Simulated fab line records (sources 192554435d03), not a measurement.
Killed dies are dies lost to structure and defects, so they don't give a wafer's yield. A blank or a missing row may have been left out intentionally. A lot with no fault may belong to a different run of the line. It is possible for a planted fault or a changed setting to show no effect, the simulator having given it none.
fab line records	flow n5Finfet
record lots=24	wafers=72	lastDay=18
route steps=1938 shown BEOL_M1@770
lots that met no fault: taken from a fault-free run of the same line
startH: hours from the record's opening day to when the first of the lot's shown wafers began	waitH: hours elapsed since this lot's preceding step	" same as the row above	L1.1+2: several wafers, shown together as one row	- value missing, or start not given	* or withheld: withheld	< > ~ a bound
route shown NAME@n: a module of which the file shows steps, and the number in the route of the first	usual: average and standard deviation across the fault-free wafers	same: alike in all rows	chamber/n: place in a boat	sites: readings site by site	_std_site: standard deviation of those values	_edge_site: mean of outer sites minus mean of inner sites	radiusMm: how far each site lies from the wafer's centre	mask NAME#n: copy n	behind: the most recent tool/chamber to have shaped the wafer	hold: what put the lot on hold/how long, in hours/how the hold closed	device: transistor that didn't switch, given as n, p or np	end of line: tests of these same wafers at the route's end	a step with no rows: only its recipe	killed: dies lost to structure and defects at the first sort, not the wafer's yield	map: a wafer's dies, x killed, . not, _ none there
set.NAME: the setting that was run; set.NAME@STEP: the one run at that earlier step	model.NAME: the simulator's own value behind a step, which no gauge read
steps of the route over a sample of lots; a table a step, a row a wafer
services: the hour from which a tool's chamber was out of use, counted from the record's first day as startH (under 0 if before that day), plus the number of hours and why
## steps
# step N5_BEOL_M1_ETCH_64
# recipe chemistry=N2/H2	target=SOC	targetDepthA=750	overetchA=150	maskMaterial=SiARC	tempC=40	timeS=112.5	ionEnergyEv=200	pressureMtorr=30	sourceW=840	biasW=150	n2FlowSccm=200	h2FlowSccm=200
# usual drypumpMotorCurrentA=5.9/0.45	oesProductAu=0.60/0.054	rfVppV=523/3	showerheadPlenumPTorr=2.53/0.11	throttleValvePct=17.93/0.28
lot.wafer	tool	chamber	startH	waitH	drypumpMotorCurrentA	oesProductAu	rfHoursCounterH	rfVppV	showerheadPlenumPTorr	throttleValvePct
L074.3	rieDiel-01	0	128.52	0.0	5.5	0.57	204	523	2.53	18.09
L074.5	"	1	"	"	5.5	0.56	-	527	2.59	18.08
L074.6	"	3	"	"	5.4	0.61	-	524	2.59	18.43
L075.2	rieDiel-03	0	131.40	0.0	5.8	0.61	138	526	2.65	18.13
L075.5	"	2	"	"	6.2	0.56	-	526	2.63	17.88
L075.6	"	1	"	"	6.9	0.55	-	522	2.42	18.02
L076.1	rieDiel-01	0	132.77	0.0	5.5	0.57	206	523	2.53	18.08
L076.4	"	1	"	"	5.5	0.56	-	525	2.59	18.07
L076.6	"	0	"	"	5.5	0.57	-	524	2.53	18.11
L077.2	rieDiel-06	0	142.47	0.0	6.5	0.59	173	520	2.44	17.53
L077.3	"	2	"	"	5.7	0.56	234	522	2.48	18.22
L077.4	"	3	"	"	5.9	0.61	115	519	2.36	17.59
L078.3	rieDiel-03	0	149.75	0.0	5.8	0.60	144	525	2.65	18.16
L078.4	"	2	"	"	6.2	0.55	188	525	2.63	17.89
L078.6	"	0	"	"	5.8	0.60	-	526	2.65	18.14
L079.1	rieDiel-03	3	150.53	0.0	5.8	0.63	100	522	2.48	17.58
L079.4	"	2	"	"	6.2	0.56	188	526	2.63	17.90
L079.6	"	0	"	"	5.7	0.61	-	525	2.65	18.14
L080.1	rieDiel-06	2	158.21	0.0	5.7	0.56	238	523	2.48	18.22
L080.2	"	3	"	"	5.9	0.62	119	519	2.35	17.60
L080.3	"	0	"	"	6.6	0.60	177	520	2.44	17.56
L081.2	rieDiel-01	0	163.72	0.0	5.5	0.56	216	523	2.53	18.11
L081.4	"	3	"	"	5.4	0.61	134	524	2.59	18.46
L081.6	"	3	"	"	5.4	0.61	-	523	2.58	18.44
L082.2	rieDiel-06	3	174.32	0.0	5.9	0.61	124	517	2.35	17.60
L082.3	"	2	"	"	5.6	0.55	243	522	2.48	18.23
L082.6	"	3	"	"	5.9	0.61	-	519	2.35	17.61
L083.1	rieDiel-06	0	179.71	0.0	6.5	0.59	183	520	2.44	17.58
L083.3	"	1	"	"	6.5	0.70	33	529	2.71	17.79
L083.6	"	2	"	"	5.7	0.55	-	522	2.48	18.25
L084.1	rieDiel-01	2	179.85	0.0	5.4	0.58	184	527	2.64	17.97
L084.2	"	0	"	"	5.5	0.57	221	524	2.53	18.12
L084.5	"	2	"	"	5.4	0.58	-	526	2.64	18.00
L085.4	rieDiel-06	2	196.30	0.0	5.7	0.55	249	522	2.48	18.25
L085.5	"	1	"	"	6.5	0.69	-	528	2.71	17.80
L085.6	"	0	"	"	6.5	0.59	-	520	2.43	17.56
L086.2	rieDiel-06	1	198.13	0.0	6.5	0.69	39	530	2.71	17.81
L086.4	"	0	"	"	6.5	0.59	189	520	2.43	17.57
L086.6	"	3	"	"	5.9	0.60	-	519	2.35	17.60
L087.1	rieDiel-06	3	203.83	0.0	5.9	0.60	132	518	2.35	17.61
L087.2	"	0	"	"	6.6	0.59	190	521	2.43	17.57
L087.3	"	1	"	"	6.5	0.69	40	528	2.71	17.78
L088.1	rieDiel-03	0	204.18	0.0	5.8	0.60	164	526	2.64	18.17
L088.2	"	3	"	"	5.8	0.61	120	521	2.47	17.61
L088.3	"	2	"	"	6.2	0.54	210	527	2.62	17.94
L089.1	rieDiel-06	0	211.85	0.0	6.5	0.58	193	520	2.43	17.58
L089.3	"	3	"	"	5.9	0.60	135	518	2.35	17.62
L089.4	"	3	"	"	5.9	0.59	-	518	2.35	17.63
L090.2	rieDiel-01	1	217.83	0.0	5.5	0.74	9	525	2.58	17.63
L090.3	"	2	"	"	5.4	0.58	197	526	2.64	17.99
L090.5	"	1	"	"	5.5	0.74	-	525	2.58	17.65
L091.3	rieDiel-01	2	219.62	0.0	5.4	0.57	198	526	2.64	18.00
L091.4	"	1	"	"	5.5	0.74	-	525	2.58	17.66
L091.6	"	0	"	"	5.5	0.56	-	522	2.52	18.14
L093.1	rieDiel-01	1	239.16	0.0	5.5	0.72	15	524	2.57	17.66
L093.4	"	2	"	"	5.5	0.57	204	525	2.63	18.01
L093.6	"	2	"	"	5.5	0.57	-	527	2.63	18.03
L092.2	rieDiel-01	1	239.39	0.0	5.5	0.73	16	525	2.57	17.67
L092.4	"	3	"	"	5.4	0.60	153	524	2.58	18.49
L092.6	"	1	"	"	5.5	0.73	-	525	2.57	17.66
L094.1	rieDiel-06	2	241.92	0.0	5.6	0.76	5	522	2.47	17.84
L094.2	"	1	"	"	6.5	0.67	52	528	2.70	17.83
L094.3	"	0	"	"	6.6	0.58	203	520	2.43	17.60
L095.3	rieDiel-03	2	257.07	0.0	6.2	0.54	226	525	2.61	17.96
L095.5	"	0	"	"	5.8	0.58	-	526	2.63	18.21
L095.6	"	3	"	"	5.8	0.60	-	522	2.46	17.66
L096.2	rieDiel-03	0	262.99	0.0	5.8	0.59	181	526	2.63	18.21
L096.3	"	2	"	"	6.2	0.53	228	528	2.61	17.98
L096.5	"	3	"	"	5.8	0.59	-	520	2.46	17.65
L097.2	rieDiel-01	3	270.05	0.0	5.4	0.59	163	523	2.57	18.50
L097.4	"	1	"	"	5.5	0.71	-	526	2.57	17.68
L097.5	"	3	"	"	5.4	0.59	-	524	2.57	18.50
# step N5_BEOL_M1_CD_MEAS_28
# recipe landingEnergyEv=500	detector=seInlens	targetCdYNm=23.3
# usual cdNm=24.02/0.29
lot.wafer	tool	chamber	startH	waitH	cdNm
L074.3	cdSem-03	0	129.26	-	23.82
L074.5	"	0	"	"	23.51
L074.6	"	0	"	"	24.20
L075.2	cdSem-03	0	132.28	-	23.99
L075.5	"	0	"	"	23.81
L075.6	"	0	"	"	24.38
L076.1	cdSem-01	0	133.57	-	24.26
L076.4	"	0	"	"	24.14
L076.6	"	0	"	"	24.10
L077.2	cdSem-03	0	143.14	-	24.29
L077.3	"	0	"	"	24.18
L077.4	"	0	"	"	23.46
L078.3	cdSem-03	0	150.64	-	24.32
L078.4	"	0	"	"	23.98
L078.6	"	0	"	"	24.59
L079.1	cdSem-01	0	151.32	-	24.34
L079.4	"	0	"	"	24.26
L079.6	"	0	"	"	24.38
L080.1	cdSem-02	0	159.18	-	23.94
L080.2	"	0	"	"	23.74
L080.3	"	0	"	"	23.73
L081.2	cdSem-03	0	164.60	-	23.67
L081.4	"	0	"	"	24.13
L081.6	"	0	"	"	24.22
L082.2	cdSem-03	0	175.11	-	24.22
L082.3	"	0	"	"	23.96
L082.6	"	0	"	"	24.44
L083.1	cdSem-03	0	180.42	-	23.80
L083.3	"	0	"	"	24.02
L083.6	"	0	"	"	23.89
L084.1	cdSem-01	0	180.52	-	24.28
L084.2	"	0	"	"	24.10
L084.5	"	0	"	"	23.79
L085.4	cdSem-02	0	197.12	-	24.28
L085.5	"	0	"	"	23.84
L085.6	"	0	"	"	23.75
L086.2	cdSem-03	0	198.81	-	24.03
L086.4	"	0	"	"	24.10
L086.6	"	0	"	"	24.12
L087.1	cdSem-01	0	204.70	-	24.17
L087.2	"	0	"	"	24.10
L087.3	"	0	"	"	23.81
L088.1	cdSem-03	0	204.97	-	23.82
L088.2	"	0	"	"	24.07
L088.3	"	0	"	"	23.88
L089.1	cdSem-03	0	212.70	-	24.54
L089.3	"	0	"	"	24.28
L089.4	"	0	"	"	24.37
L090.2	cdSem-03	0	218.51	-	23.96
L090.3	"	0	"	"	23.78
L090.5	"	0	"	"	24.08
L091.3	cdSem-02	0	220.29	-	24.29
L091.4	"	0	"	"	24.14
L091.6	"	0	"	"	23.77
L093.1	cdSem-02	0	239.96	-	23.55
L093.4	"	0	"	"	23.83
L093.6	"	0	"	"	24.47
L092.2	cdSem-03	0	240.06	-	23.67
L092.4	"	0	"	"	24.07
L092.6	"	0	"	"	24.15
L094.1	cdSem-02	0	242.66	-	23.97
L094.2	"	0	"	"	24.02
L094.3	"	0	"	"	23.61
L095.3	cdSem-03	0	257.90	-	23.89
L095.5	"	0	"	"	23.39
L095.6	"	0	"	"	23.63
L096.2	cdSem-01	0	263.74	-	24.15
L096.3	"	0	"	"	24.56
L096.5	"	0	"	"	24.08
L097.2	cdSem-03	0	270.84	-	24.55
L097.4	"	0	"	"	24.39
L097.5	"	0	"	"	24.54
# step N5_BEOL_M1_OVL_MEAS_29
# recipe pointsPerWafer=522
# usual V0_OVL=0.1/0.73
lot.wafer	tool	chamber	startH	waitH	V0_OVL[nm]
L074.3	overlay-01	0	129.30	0.0	0.5
L074.5	"	0	"	"	-0.2
L074.6	"	0	"	"	0.2
L075.2	overlay-02	0	132.32	0.0	0.2
L075.5	"	0	"	"	-0.7
L075.6	"	0	"	"	-0.5
L076.1	overlay-01	0	133.60	0.0	1.0
L076.4	"	0	"	"	0.6
L076.6	"	0	"	"	0.9
L077.2	overlay-02	0	143.18	0.0	0.7
L077.3	"	0	"	"	1.1
L077.4	"	0	"	"	0.6
L078.3	overlay-01	0	150.68	0.0	-0.4
L078.4	"	0	"	"	1.3
L078.6	"	0	"	"	1.2
L079.1	overlay-02	0	151.35	0.0	-0.8
L079.4	"	0	"	"	-0.5
L079.6	"	0	"	"	-0.9
L080.1	overlay-01	0	159.21	0.0	0.6
L080.2	"	0	"	"	-0.1
L080.3	"	0	"	"	0.7
L081.2	overlay-02	0	164.63	0.0	0.9
L081.4	"	0	"	"	0.2
L081.6	"	0	"	"	0.4
L082.2	overlay-02	0	175.15	0.0	-0.8
L082.3	"	0	"	"	-0.2
L082.6	"	0	"	"	0.6
L083.1	overlay-01	0	180.45	0.0	0.4
L083.3	"	0	"	"	1.4
L083.6	"	0	"	"	0.2
L084.1	overlay-01	0	180.55	0.0	-0.3
L084.2	"	0	"	"	0.3
L084.5	"	0	"	"	-0.2
L085.4	overlay-02	0	197.16	0.0	-0.4
L085.5	"	0	"	"	-1.3
L085.6	"	0	"	"	-1.5
L086.2	overlay-02	0	198.84	0.0	-0.2
L086.4	"	0	"	"	-1.5
L086.6	"	0	"	"	-1.6
L087.1	overlay-02	0	204.73	0.0	0.3
L087.2	"	0	"	"	0.0
L087.3	"	0	"	"	-0.7
L088.1	overlay-02	0	205.01	0.0	1.5
L088.2	"	0	"	"	1.6
L088.3	"	0	"	"	0.5
L089.1	overlay-02	0	212.73	0.0	0.0
L089.3	"	0	"	"	-0.3
L089.4	"	0	"	"	0.2
L090.2	overlay-01	0	218.54	0.0	1.3
L090.3	"	0	"	"	1.1
L090.5	"	0	"	"	-0.1
L091.3	overlay-02	0	220.33	0.0	1.0
L091.4	"	0	"	"	0.0
L091.6	"	0	"	"	-0.1
L093.1	overlay-01	0	239.99	0.0	0.3
L093.4	"	0	"	"	0.5
L093.6	"	0	"	"	0.2
L092.2	overlay-02	0	240.09	0.0	-0.8
L092.4	"	0	"	"	-0.4
L092.6	"	0	"	"	-0.7
L094.1	overlay-02	0	242.69	0.0	0.2
L094.2	"	0	"	"	-0.3
L094.3	"	0	"	"	-0.1
L095.3	overlay-01	0	257.94	0.0	1.5
L095.5	"	0	"	"	1.1
L095.6	"	0	"	"	0.4
L096.2	overlay-01	0	263.77	0.0	-0.3
L096.3	"	0	"	"	-0.4
L096.5	"	0	"	"	-0.5
L097.2	overlay-02	0	270.88	0.0	0.4
L097.4	"	0	"	"	-0.7
L097.5	"	0	"	"	0.0
# step N5_BEOL_M1_ALD_98
# recipe material=SiO2	targetThkA=25	tempC=100	aldPrecursorFamily=BDEAS	aldCoReactant=O2-plasma	pulseTimeS=1	coReactantPulseTimeS=1	purgeTimeS=2	coReactantPurgeTimeS=2	aldCycles=17	pressureTorr=2
# usual heaterPowerW=79/8.1	precursorPulseHeightRel=0.996/0.018
lot.wafer	tool	chamber	startH	waitH	heaterPowerW	precursorPulseHeightRel
L074.3	aldSin-03	2	129.51	0.1	82	0.981
L074.5	"	2	"	"	83	0.978
L074.6	"	1	"	"	65	0.992
L075.2	aldSin-01	0	132.55	0.1	93	0.978
L075.5	"	3	"	"	66	1.005
L075.6	"	2	"	"	88	0.962
L076.1	aldSin-02	0	133.82	0.1	79	0.999
L076.4	"	3	"	"	72	0.965
L076.6	"	1	"	"	83	1.032
L077.2	aldSin-02	1	143.46	0.1	83	0.985
L077.3	"	3	"	"	70	0.980
L077.4	"	2	"	"	73	1.003
L078.3	aldSin-03	0	151.07	0.2	78	0.985
L078.4	"	3	"	"	88	1.000
L078.6	"	1	"	"	69	1.013
L079.1	aldSin-02	3	151.58	0.1	71	1.024
L079.4	"	2	"	"	73	0.973
L079.6	"	1	"	"	84	1.027
L080.1	aldSin-03	3	159.83	0.2	86	0.987
L080.2	"	2	"	"	82	0.966
L080.3	"	1	"	"	68	0.986
L081.2	aldSin-01	3	164.87	0.1	69	1.002
L081.4	"	1	"	"	83	1.027
L081.6	"	3	"	"	68	0.961
L082.2	aldSin-02	0	175.37	0.1	78	1.001
L082.3	"	1	"	"	83	1.024
L082.6	"	2	"	"	73	0.952
L083.1	aldSin-01	2	181.33	0.7	87	0.979
L083.3	"	3	"	"	68	1.005
L083.6	"	3	"	"	69	1.012
L084.1	aldSin-01	1	181.43	0.7	84	0.995
L084.2	"	3	"	"	67	0.979
L084.5	"	2	"	"	91	1.005
L085.4	aldSin-03	3	197.77	0.1	88	0.968
L085.5	"	3	"	"	87	0.976
L085.6	"	2	"	"	80	1.029
L086.2	aldSin-01	2	199.15	0.1	89	1.016
L086.4	"	0	"	"	95	0.975
L086.6	"	2	"	"	90	1.001
L087.1	aldSin-03	2	204.96	0.1	81	1.013
L087.2	"	1	"	"	67	0.993
L087.3	"	3	"	"	89	1.024
L088.1	aldSin-03	3	205.23	0.1	88	0.992
L088.2	"	2	"	"	83	1.001
L088.3	"	1	"	"	69	0.992
L089.1	aldSin-03	0	213.32	0.4	80	0.996
L089.3	"	3	"	"	90	1.000
L089.4	"	1	"	"	66	1.003
L090.2	aldSin-03	0	219.18	0.5	81	1.003
L090.3	"	1	"	"	67	0.990
L090.5	"	0	"	"	78	1.029
L091.3	aldSin-02	1	220.54	0.1	82	0.994
L091.4	"	2	"	"	73	0.981
L091.6	"	0	"	"	77	1.010
L093.1	aldSin-02	2	240.22	0.1	72	1.014
L093.4	"	0	"	"	78	0.988
L093.6	"	3	"	"	70	0.998
L092.2	aldSin-03	3	240.33	0.1	88	1.014
L092.4	"	2	"	"	80	0.979
L092.6	"	2	"	"	83	1.007
L094.1	aldSin-02	2	242.92	0.1	72	1.017
L094.2	"	0	"	"	79	1.003
L094.3	"	3	"	"	69	0.954
L095.3	aldSin-02	0	258.35	0.1	78	0.979
L095.5	"	1	"	"	83	0.966
L095.6	"	2	"	"	70	0.967
L096.2	aldSin-03	1	263.99	0.1	68	1.000
L096.3	"	0	"	"	81	0.984
L096.5	"	1	"	"	67	0.988
L097.2	aldSin-01	0	272.45	1.4	93	0.999
L097.4	"	3	"	"	69	0.986
L097.5	"	2	"	"	89	0.985
# step N5_BEOL_M1_ETCH_70
# recipe chemistry=N2/H2	target=SOC	targetDepthA=800	overetchA=160	maskMaterial=SiARC	tempC=40	timeS=120	ionEnergyEv=200	pressureMtorr=30	sourceW=840	biasW=150	n2FlowSccm=200	h2FlowSccm=200
# usual drypumpMotorCurrentA=5.9/0.47	oesProductAu=0.57/0.051	rfVppV=523.6/2.8	showerheadPlenumPTorr=2.53/0.1	throttleValvePct=17.96/0.25
lot.wafer	tool	chamber	startH	waitH	drypumpMotorCurrentA	oesProductAu	rfHoursCounterH	rfVppV	showerheadPlenumPTorr	throttleValvePct
L074.3	rieDiel-03	2	131.00	0.0	6.3	0.54	184	526.6	2.63	17.89
L074.5	"	3	"	"	5.9	0.61	-	519.8	2.48	17.57
L074.6	"	2	"	"	6.2	0.55	-	527.4	2.63	17.89
L075.2	rieDiel-03	1	133.83	0.0	6.8	0.54	187	521.6	2.42	18.02
L075.5	"	0	"	"	5.7	0.59	-	526.7	2.65	18.13
L075.6	"	1	"	"	6.8	0.55	-	519.9	2.42	18.03
L076.1	rieDiel-01	1	134.01	0.0	5.5	0.53	237	525.0	2.59	18.07
L076.4	"	2	"	"	5.4	0.57	168	527.0	2.65	17.95
L076.6	"	1	"	"	5.5	0.54	-	525.0	2.59	18.08
L077.2	rieDiel-03	0	145.76	0.0	5.7	0.59	143	527.4	2.65	18.13
L077.3	"	1	"	"	6.8	0.54	192	520.3	2.41	18.04
L077.4	"	1	"	"	6.8	0.54	-	520.4	2.41	18.01
L078.3	rieDiel-03	2	153.57	0.0	6.2	0.54	189	527.0	2.63	17.90
L078.4	"	0	"	"	5.8	0.58	145	526.2	2.65	18.16
L078.6	"	1	"	"	6.8	0.54	-	519.5	2.41	18.06
L079.1	rieDiel-01	2	154.33	0.0	5.4	0.57	175	526.4	2.65	17.97
L079.4	"	0	"	"	5.5	0.55	213	521.5	2.53	18.10
L079.6	"	1	"	"	5.5	0.53	-	524.9	2.58	18.08
L080.1	rieDiel-06	0	160.02	0.0	6.5	0.57	178	520.2	2.44	17.55
L080.2	"	3	"	"	5.9	0.59	120	518.2	2.35	17.61
L080.3	"	1	"	"	6.5	0.69	29	529.3	2.71	17.79
L081.2	rieDiel-06	0	167.45	0.0	6.5	0.57	180	520.3	2.44	17.55
L081.4	"	3	"	"	5.9	0.59	122	518.3	2.35	17.58
L081.6	"	3	"	"	5.9	0.60	-	519.5	2.35	17.59
L082.2	rieDiel-01	0	175.91	0.0	5.5	0.54	219	522.2	2.53	18.11
L082.3	"	3	"	"	5.4	0.59	138	524.3	2.58	18.45
L082.6	"	1	"	"	5.5	0.53	-	525.5	2.58	18.10
L083.1	rieDiel-03	3	181.63	0.0	5.8	0.60	111	522.7	2.47	17.60
L083.3	"	0	"	"	5.7	0.58	156	525.0	2.65	18.15
L083.6	"	0	"	"	5.7	0.58	-	525.8	2.65	18.16
L084.1	rieDiel-06	3	181.67	0.0	5.9	0.59	125	519.4	2.35	17.61
L084.2	"	2	"	"	5.6	0.54	245	523.4	2.48	18.22
L084.5	"	0	"	"	6.5	0.57	-	521.2	2.43	17.57
L085.4	rieDiel-03	2	199.16	0.0	6.2	0.52	207	527.0	2.62	17.92
L085.5	"	3	"	"	5.8	0.59	-	522.8	2.47	17.61
L085.6	"	2	"	"	6.2	0.53	-	525.7	2.62	17.95
L086.2	rieDiel-01	2	200.23	0.0	5.4	0.56	191	525.9	2.64	18.00
L086.4	"	1	"	"	5.5	0.74	3	526.1	2.58	17.63
L086.6	"	1	"	"	5.5	0.74	-	525.2	2.58	17.65
L087.1	rieDiel-03	1	206.27	0.0	6.8	0.53	206	520.7	2.41	18.07
L087.2	"	3	"	"	5.9	0.59	120	521.1	2.47	17.59
L087.3	"	2	"	"	6.2	0.53	210	525.4	2.62	17.93
L088.1	rieDiel-03	2	207.10	0.0	6.2	0.53	210	525.1	2.62	17.94
L088.2	"	1	"	"	6.8	0.54	207	520.7	2.41	18.05
L088.3	"	0	"	"	5.8	0.58	164	525.6	2.64	18.18
L089.1	rieDiel-03	2	215.89	0.0	6.2	0.53	213	526.8	2.62	17.94
L089.3	"	3	"	"	5.8	0.59	124	522.4	2.47	17.63
L089.4	"	0	"	"	5.8	0.58	167	526.8	2.64	18.19
L090.2	rieDiel-01	1	223.10	0.0	5.5	0.71	10	526.0	2.58	17.66
L090.3	"	0	"	"	5.5	0.53	236	522.9	2.52	18.13
L090.5	"	1	"	"	5.5	0.71	-	525.6	2.58	17.65
L091.3	rieDiel-03	2	223.45	0.0	6.2	0.52	216	525.3	2.62	17.95
L091.4	"	0	"	"	5.7	0.57	170	525.8	2.64	18.19
L091.6	"	2	"	"	6.2	0.52	-	524.4	2.62	17.94
L093.1	rieDiel-01	0	240.48	0.0	5.5	0.53	242	523.4	2.52	18.15
L093.4	"	2	"	"	5.4	0.55	205	526.1	2.63	18.03
L093.6	"	2	"	"	5.4	0.55	-	525.5	2.63	18.03
L092.2	rieDiel-06	1	249.99	0.0	6.5	0.65	54	527.8	2.70	17.83
L092.4	"	0	"	"	6.5	0.56	205	519.7	2.43	17.59
L092.6	"	1	"	"	6.5	0.65	-	528.2	2.70	17.84
L094.1	rieDiel-01	3	262.59	0.0	5.4	0.57	160	523.7	2.57	18.49
L094.2	"	0	"	"	5.5	0.53	248	522.2	2.51	18.17
L094.3	"	2	"	"	5.4	0.55	211	525.6	2.63	18.05
L095.3	rieDiel-03	2	262.59	0.0	6.2	0.52	227	526.7	2.61	17.96
L095.5	"	1	"	"	6.8	0.52	-	519.8	2.40	18.10
L095.6	"	2	"	"	6.2	0.52	-	525.5	2.61	17.99
L096.2	rieDiel-01	2	265.63	0.0	5.5	0.54	211	524.1	2.63	18.03
L096.3	"	1	"	"	5.5	0.69	22	525.6	2.57	17.67
L096.5	"	0	"	"	5.5	0.53	-	522.2	2.51	18.17
L097.2	rieDiel-06	1	272.60	0.0	6.5	0.64	61	528.1	2.70	17.85
L097.4	"	3	"	"	5.9	0.57	152	517.9	2.34	17.66
L097.5	"	3	"	"	5.9	0.57	-	518.8	2.34	17.65
# step N5_BEOL_M1_PRE_CLEAN_45
# recipe gas=H2/He	timeS=30	tempC=250
# usual heaterPowerW=336/33
lot.wafer	tool	chamber	startH	waitH	heaterPowerW
L074.3	pvdSputter-03	-	132.03	0.0	351
L074.5	"	-	"	"	313
L074.6	"	-	"	"	343
L075.2	pvdSputter-03	-	134.93	0.0	353
L075.5	"	-	"	"	355
L075.6	"	-	"	"	340
L076.1	pvdSputter-03	-	135.01	0.0	348
L076.4	"	-	"	"	354
L076.6	"	-	"	"	308
L077.2	pvdSputter-02	-	146.86	0.0	338
L077.3	"	-	"	"	327
L077.4	"	-	"	"	388
L078.3	pvdSputter-02	-	154.46	0.0	378
L078.4	"	-	"	"	373
L078.6	"	-	"	"	329
L079.1	pvdSputter-01	-	154.93	0.0	319
L079.4	"	-	"	"	321
L079.6	"	-	"	"	317
L080.1	pvdSputter-02	-	160.68	0.0	381
L080.2	"	-	"	"	363
L080.3	"	-	"	"	341
L081.2	pvdSputter-03	-	168.63	0.0	355
L081.4	"	-	"	"	353
L081.6	"	-	"	"	306
L082.2	pvdSputter-03	-	176.54	0.0	357
L082.3	"	-	"	"	313
L082.6	"	-	"	"	350
L083.1	pvdSputter-02	-	182.61	0.0	327
L083.3	"	-	"	"	342
L083.6	"	-	"	"	374
L084.1	pvdSputter-02	-	182.69	0.0	387
L084.2	"	-	"	"	333
L084.5	"	-	"	"	376
L085.4	pvdSputter-03	-	200.21	0.0	359
L085.5	"	-	"	"	348
L085.6	"	-	"	"	302
L086.2	pvdSputter-01	-	200.97	0.0	314
L086.4	"	-	"	"	238
L086.6	"	-	"	"	308
L087.1	pvdSputter-01	-	207.05	0.0	312
L087.2	"	-	"	"	324
L087.3	"	-	"	"	328
L088.1	pvdSputter-03	-	207.72	0.0	351
L088.2	"	-	"	"	353
L088.3	"	-	"	"	348
L089.1	pvdSputter-01	-	216.72	0.0	327
L089.3	"	-	"	"	240
L089.4	"	-	"	"	310
L090.2	pvdSputter-03	-	224.13	0.0	302
L090.3	"	-	"	"	346
L090.5	"	-	"	"	357
L091.3	pvdSputter-02	-	224.35	0.0	369
L091.4	"	-	"	"	366
L091.6	"	-	"	"	361
L093.1	pvdSputter-03	-	241.12	0.0	311
L093.4	"	-	"	"	343
L093.6	"	-	"	"	309
L092.2	pvdSputter-02	-	250.71	0.0	374
L092.4	"	-	"	"	320
L092.6	"	-	"	"	334
L095.3	pvdSputter-01	-	263.31	0.0	327
L095.5	"	-	"	"	328
L095.6	"	-	"	"	238
L094.1	pvdSputter-02	-	263.32	0.0	340
L094.2	"	-	"	"	338
L094.3	"	-	"	"	381
L096.2	pvdSputter-02	-	266.58	0.0	375
L096.3	"	-	"	"	338
L096.5	"	-	"	"	330
L097.2	pvdSputter-02	-	273.19	0.0	371
L097.4	"	-	"	"	328
L097.5	"	-	"	"	380
## services
tool	chamber	startH	hours	kind
aldSin-02	0	109.50	4.8	repair
rieDiel-01	0	116.14	1.5	repair
rieDiel-01	2	127.11	6.6	repair
rieDiel-03	2	140.26	5.8	repair
rieDiel-06	1	154.34	5.2	repair
rieDiel-01	1	176.55	-	clean
rieDiel-01	1	176.55	-	consumableReplace:focusRing
rieDiel-01	1	176.55	15.4	scheduledDown
rieDiel-01	1	176.55	15.4	ventCycle
rieDiel-06	2	198.77	-	clean
rieDiel-06	2	198.77	-	consumableReplace:focusRing
rieDiel-06	2	198.77	24.8	scheduledDown
rieDiel-06	2	198.77	24.8	ventCycle
rieDiel-06	-	199.41	3.9	repair
aldSin-02	3	203.22	5.7	repair
rieDiel-01	3	207.40	19.4	repair
aldSin-02	1	250.26	4.3	repair
aldSin-03	3	257.87	3.0	repair
rieDiel-01	0	267.70	-	clean
rieDiel-01	0	267.70	-	consumableReplace:focusRing
rieDiel-01	0	267.70	39.1	scheduledDown
rieDiel-01	0	267.70	39.1	ventCycle
aldSin-01	1	267.87	11.5	repair
aldSin-03	-	268.25	14.0	pm
## key
fault none
